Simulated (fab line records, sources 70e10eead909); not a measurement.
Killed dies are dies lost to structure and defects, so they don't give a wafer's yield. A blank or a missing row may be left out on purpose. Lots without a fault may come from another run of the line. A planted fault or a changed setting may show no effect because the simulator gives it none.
Which tool did it? | flow nand_harc | 24 lots, 72 wafers sampled, at 5 steps of a route of 1159

WHAT THE GAUGES READ, wafer by wafer
NHARC_P_ZERO_WELL_CD_MEAS_52: target cd 2000 nm.
lot  | measured    | on        | cd_nm (nm)
L074 | day 1 17:55 | cd_sem-03 | 1999.5 1997.9 1998.1
L075 | day 1 23:52 | cd_sem-03 | 2000.6 1998.7 2000.5
L076 | day 2 06:07 | cd_sem-01 | 1999.9 1998.7 2000.9
L077 | day 2 11:48 | cd_sem-03 | 2002.3 2001.7 2001.7
L078 | day 2 17:51 | cd_sem-02 | 2000.6 2000.6 2000.6
L079 | day 2 23:44 | cd_sem-03 | 1998.3 2000.7 1999.6
L080 | day 3 05:38 | cd_sem-01 | 2000.2 1999.1 1999.8
L081 | day 3 11:32 | cd_sem-01 | 2001.6 1999.8 1999.8
L082 | day 3 17:55 | cd_sem-01 | 1998.9 1999.1 1997.3
L083 | day 4 00:04 | cd_sem-03 | 2001.6 2000.1 2000.8
L084 | day 4 05:38 | cd_sem-02 | 2000.2 1999.0 1999.4
L085 | day 4 11:28 | cd_sem-03 | 1999.4 2001.2 1999.8
L086 | day 4 17:47 | cd_sem-03 | 2000.0 1999.7 2001.1
L087 | day 4 23:47 | cd_sem-01 | 2000.9 2000.6 1998.7
L088 | day 5 05:45 | cd_sem-02 | 1997.8 1998.9 1999.5
L089 | day 5 11:53 | cd_sem-03 | 2001.0 2001.3 2002.0
L090 | day 5 17:33 | cd_sem-03 | 1999.0 1999.2 1998.3
L091 | day 5 23:55 | cd_sem-01 | 2000.3 2001.5 2000.0
L092 | day 6 06:11 | cd_sem-03 | 2002.6 2002.7 2002.8
L093 | day 6 11:47 | cd_sem-01 | 2000.0 1999.6 1998.9
L094 | day 6 18:14 | cd_sem-02 | 1999.2 1999.7 2000.0
L095 | day 6 23:38 | cd_sem-03 | 2001.9 2002.1 2003.3
L096 | day 7 05:56 | cd_sem-01 | 1999.5 2001.2 1998.9
L097 | day 7 11:48 | cd_sem-01 | 1999.4 1998.6 1999.1

NHARC_P_STI_INSPECT_11.
lot  | measured    | on                | raw_defect_count
L074 | day 2 21:20 | defect_inspect-01 | 8 8 8
L075 | day 2 21:19 | defect_inspect-02 | 5 6 4
L076 | day 2 21:30 | defect_inspect-02 | 2 7 6
L077 | day 3 05:02 | defect_inspect-01 | 5 4 11
L078 | day 3 11:03 | defect_inspect-01 | 4 7 3
L079 | day 3 18:55 | defect_inspect-01 | 8 6 4
L080 | day 3 22:50 | defect_inspect-02 | 7 3 4
L081 | day 4 04:53 | defect_inspect-02 | 3 2 1
L082 | day 4 11:59 | defect_inspect-02 | 12 6 7
L083 | day 4 19:13 | defect_inspect-01 | 8 6 3
L084 | day 4 22:54 | defect_inspect-02 | 6 8 8
L085 | day 5 07:19 | defect_inspect-01 | 8 9 4
L086 | day 5 15:40 | defect_inspect-01 | 5 6 6
L087 | day 5 15:49 | defect_inspect-02 | 4 2 7
L088 | day 5 23:01 | defect_inspect-02 | 4 4 7
L089 | day 6 05:05 | defect_inspect-01 | 8 0 8
L090 | day 6 12:24 | defect_inspect-02 | 11 8 11
L091 | day 6 18:12 | defect_inspect-01 | 4 4 3
L092 | day 7 00:20 | defect_inspect-01 | 3 4 5
L093 | day 7 05:15 | defect_inspect-01 | 2 2 5
L094 | day 7 12:35 | defect_inspect-02 | 4 8 12
L095 | day 7 17:09 | defect_inspect-02 | 3 6 7
L096 | day 8 01:32 | defect_inspect-02 | 5 3 2
L097 | day 8 05:51 | defect_inspect-01 | 4 5 2

NHARC_P_GATE_CD_MEAS_26: target cd 120 nm.
lot  | measured     | on        | cd_nm (nm)
L074 | day 5 02:03  | cd_sem-03 | 120.4 119.8 120.3
L075 | day 5 01:37  | cd_sem-03 | 120.9 120.7 120.2
L076 | day 5 02:23  | cd_sem-02 | 121.2 120.8 120.8
L077 | day 5 09:05  | cd_sem-03 | 120.0 119.5 120.3
L078 | day 5 20:13  | cd_sem-03 | 119.1 119.3 120.0
L079 | day 6 07:11  | cd_sem-01 | 120.5 120.8 120.2
L080 | day 6 07:42  | cd_sem-03 | 120.0 120.1 120.1
L081 | day 6 11:44  | cd_sem-03 | 119.4 119.6 120.2
L082 | day 6 18:01  | cd_sem-02 | 119.5 119.2 119.8
L083 | day 6 23:34  | cd_sem-03 | 119.1 119.5 119.8
L084 | day 6 23:50  | cd_sem-02 | 120.3 120.5 121.0
L085 | day 7 23:13  | cd_sem-03 | 119.3 118.9 119.8
L086 | day 7 23:53  | cd_sem-01 | 119.9 119.9 119.8
L087 | day 7 23:40  | cd_sem-03 | 120.5 120.6 121.6
L088 | day 7 23:31  | cd_sem-01 | 119.3 119.8 119.1
L089 | day 8 13:32  | cd_sem-02 | 120.0 119.2 120.4
L090 | day 8 13:41  | cd_sem-01 | 118.9 119.0 119.0
L091 | day 8 23:49  | cd_sem-03 | 120.9 120.4 120.5
L092 | day 9 10:40  | cd_sem-02 | 119.5 119.5 119.9
L093 | day 9 11:05  | cd_sem-03 | 119.6 120.1 119.7
L094 | day 9 10:03  | cd_sem-02 | 120.2 120.8 121.0
L095 | day 9 23:54  | cd_sem-01 | 119.5 119.2 119.2
L096 | day 10 03:04 | cd_sem-02 | 120.9 120.7 121.0
L097 | day 10 02:55 | cd_sem-03 | 120.4 121.2 120.4

WHICH TOOL RAN EACH LOT (tool, then ch and the chambers of the sampled wafers, then the start)
lot  | NHARC_P_ZERO_WELL_DESCUM_26       | NHARC_P_STI_ETCH_15
L074 | rie_diel-07 ch 0,3, day 1 14:47   | rie_si-02 ch 1,2,3, day 2 21:46
L075 | rie_diel-13 ch 1,2,3, day 1 20:46 | rie_si-04 ch 0,1,3, day 2 21:46
L076 | rie_diel-08 ch 0,1,3, day 2 02:57 | rie_si-05 ch 2,3, day 2 22:03
L077 | rie_diel-08 ch 0,1, day 2 08:38   | rie_si-02 ch 0,1,3, day 3 05:26
L078 | rie_diel-08 ch 0,1,3, day 2 14:41 | rie_si-02 ch 0,2,3, day 3 11:28
L079 | rie_diel-13 ch 0,1,2, day 2 20:37 | rie_si-04 ch 0,1,3, day 3 19:20
L080 | rie_diel-08 ch 0,2,3, day 3 02:37 | rie_si-05 ch 1,2, day 3 23:17
L081 | rie_diel-08 ch 0,1,2, day 3 08:40 | rie_si-04 ch 1,2,3, day 4 05:19
L082 | rie_diel-13 ch 1,3, day 3 14:47   | rie_si-02 ch 1,2,3, day 4 12:23
L083 | rie_diel-08 ch 0,1,3, day 3 21:11 | rie_si-04 ch 1,2,3, day 4 19:38
L084 | rie_diel-07 ch 1,2, day 4 02:38   | rie_si-02 ch 0,2, day 4 23:19
L085 | rie_diel-08 ch 0,3, day 4 08:35   | rie_si-02 ch 0,1, day 5 07:43
L086 | rie_diel-13 ch 1,2, day 4 14:38   | rie_si-05 ch 0,2,3, day 5 16:08
L087 | rie_diel-13 ch 0,2,3, day 4 20:38 | rie_si-02 ch 0,2,3, day 5 16:16
L088 | rie_diel-08 ch 0,1,2, day 5 02:39 | rie_si-02 ch 2,3, day 5 23:26
L089 | rie_diel-07 ch 0,2,3, day 5 08:45 | rie_si-04 ch 0,1,2, day 6 05:29
L090 | rie_diel-08 ch 0,2,3, day 5 14:41 | rie_si-02 ch 2,3, day 6 12:49
L091 | rie_diel-07 ch 1,2,3, day 5 20:49 | rie_si-05 ch 2,3, day 6 18:37
L092 | rie_diel-13 ch 0,1,2, day 6 03:20 | rie_si-02 ch 0,1,3, day 7 00:46
L093 | rie_diel-13 ch 0,3, day 6 08:46   | rie_si-02 ch 1,2, day 7 05:40
L094 | rie_diel-07 ch 0,1,2, day 6 15:07 | rie_si-02 ch 0,1,2, day 7 13:01
L095 | rie_diel-08 ch 1,2,3, day 6 20:38 | rie_si-04 ch 0,1,2, day 7 17:34
L096 | rie_diel-08 ch 0,2, day 7 02:43   | rie_si-02 ch 1,3, day 8 01:56
L097 | rie_diel-13 ch 0,1,2, day 7 08:42 | rie_si-05 ch 0,2,3, day 8 06:17
- NHARC_P_ZERO_WELL_DESCUM_26: chemistry O2, time 3 s.
- NHARC_P_STI_ETCH_15: etches the open film in HBr/Cl2, target depth 300 nm, time 100.1 s.

WHAT THE TOOLS THEMSELVES READ (means of the sampled wafers that have a number; where no wafer has one, the mark that the record gives instead)
NHARC_P_ZERO_WELL_DESCUM_26.
lot  | tool        | drypump_motor_current_A (A) | oes_product_au (a.u.) | rf_vpp_V (V) | showerhead_plenum_p_Torr (Torr) | throttle_valve_pct (%)
L074 | rie_diel-07 | 5.5                         | 1.014                 | 57.2         | 1.91                            | 11.307
L075 | rie_diel-13 | 5.8                         | 0.996                 | 58.4         | 1.91                            | 11.298
L076 | rie_diel-08 | 6.3                         | 1.003                 | 58.6         | 1.98                            | 11.314
L077 | rie_diel-08 | 6.4                         | 0.994                 | 57.6         | 1.92                            | 11.314
L078 | rie_diel-08 | 6.3                         | 1.000                 | 57.9         | 1.98                            | 11.308
L079 | rie_diel-13 | 6.0                         | 0.995                 | 56.9         | 1.87                            | 11.313
L080 | rie_diel-08 | 5.9                         | 0.997                 | 58.4         | 1.98                            | 11.313
L081 | rie_diel-08 | 6.2                         | 0.994                 | 57.6         | 1.96                            | 11.308
L082 | rie_diel-13 | 5.7                         | 1.001                 | 57.9         | 1.96                            | 11.313
L083 | rie_diel-08 | 6.3                         | 1.002                 | 58.2         | 1.98                            | 11.323
L084 | rie_diel-07 | 5.8                         | 0.996                 | 58.2         | 2.03                            | 11.307
L085 | rie_diel-08 | 6.0                         | 1.002                 | 58.1         | 2.00                            | 11.303
L086 | rie_diel-13 | 5.7                         | 0.998                 | 58.4         | 1.88                            | 11.314
L087 | rie_diel-13 | 6.0                         | 1.004                 | 58.1         | 1.91                            | 11.321
L088 | rie_diel-08 | 6.2                         | 1.004                 | 58.6         | 1.96                            | 11.317
L089 | rie_diel-07 | 5.6                         | 1.000                 | 58.0         | 1.92                            | 11.316
L090 | rie_diel-08 | 5.9                         | 0.996                 | 57.6         | 1.98                            | 11.308
L091 | rie_diel-07 | 5.8                         | 0.996                 | 57.6         | 1.99                            | 11.303
L092 | rie_diel-13 | 5.9                         | 1.004                 | 58.0         | 1.87                            | 11.309
L093 | rie_diel-13 | 6.0                         | 1.002                 | 58.7         | 1.99                            | 11.308
L094 | rie_diel-07 | 5.5                         | 0.994                 | 57.7         | 1.96                            | 11.315
L095 | rie_diel-08 | 6.1                         | 1.001                 | 58.2         | 2.02                            | 11.313
L096 | rie_diel-08 | 5.8                         | 0.993                 | 57.0         | 1.96                            | 11.305
L097 | rie_diel-13 | 5.9                         | 1.010                 | 57.8         | 1.87                            | 11.297

NHARC_P_STI_ETCH_15.
lot  | tool      | drypump_motor_current_A (A) | oes_product_au (a.u.) | throttle_valve_pct (%)
L074 | rie_si-02 | 6.1                         | 1.005                 | 26.403
L075 | rie_si-04 | 5.6                         | 0.999                 | 26.404
L076 | rie_si-05 | 5.2                         | 1.007                 | 26.411
L077 | rie_si-02 | 5.6                         | 1.003                 | 26.406
L078 | rie_si-02 | 5.5                         | 1.012                 | 26.400
L079 | rie_si-04 | 5.6                         | 0.998                 | 26.403
L080 | rie_si-05 | 5.1                         | 0.997                 | 26.409
L081 | rie_si-04 | 5.7                         | 0.998                 | 26.403
L082 | rie_si-02 | 6.1                         | 0.996                 | 26.413
L083 | rie_si-04 | 5.7                         | 1.001                 | 26.411
L084 | rie_si-02 | 5.3                         | 1.003                 | 26.400
L085 | rie_si-02 | 5.9                         | 1.000                 | 26.415
L086 | rie_si-05 | 5.7                         | 0.994                 | 26.393
L087 | rie_si-02 | 5.5                         | 0.996                 | 26.408
L088 | rie_si-02 | 5.8                         | 0.996                 | 26.401
L089 | rie_si-04 | 5.6                         | 1.001                 | 26.400
L090 | rie_si-02 | 5.7                         | 0.999                 | 26.412
L091 | rie_si-05 | 5.5                         | 0.986                 | 26.399
L092 | rie_si-02 | 5.6                         | 1.003                 | 26.401
L093 | rie_si-02 | 6.5                         | 0.997                 | 26.406
L094 | rie_si-02 | 5.8                         | 1.002                 | 26.410
L095 | rie_si-04 | 5.7                         | 1.000                 | 26.407
L096 | rie_si-02 | 5.8                         | 0.994                 | 26.400
L097 | rie_si-05 | 5.7                         | 1.000                 | 26.409

THE ANSWER, worked out from the rows above alone
Rule: what is usual is taken from the lots themselves. Put in order of their means at a reading, lots are off if they are a third of the lots or fewer, leave a main group of 4 or more, and stand apart from it by a gap of 3 or more times the standard deviation of the main group's means; of several such gaps the widest counts. A main group whose means are all the same, to the digits that the tables above print for the reading, isn't used. A lot without any number at a reading at which 4 lots or more have one is off too. The other lots that the step has rows for count as sound. The gauges are gone through in route order, then the tools' own readings, and for those a lot's mean is taken as printed above. The first step at which some lot is off is used, and at that step the reading that is off furthest; a lot without a number counts as furthest.
No lot is off at any reading shown: from this, nothing can be told.

WHAT THE SIMULATOR HAD PUT IN
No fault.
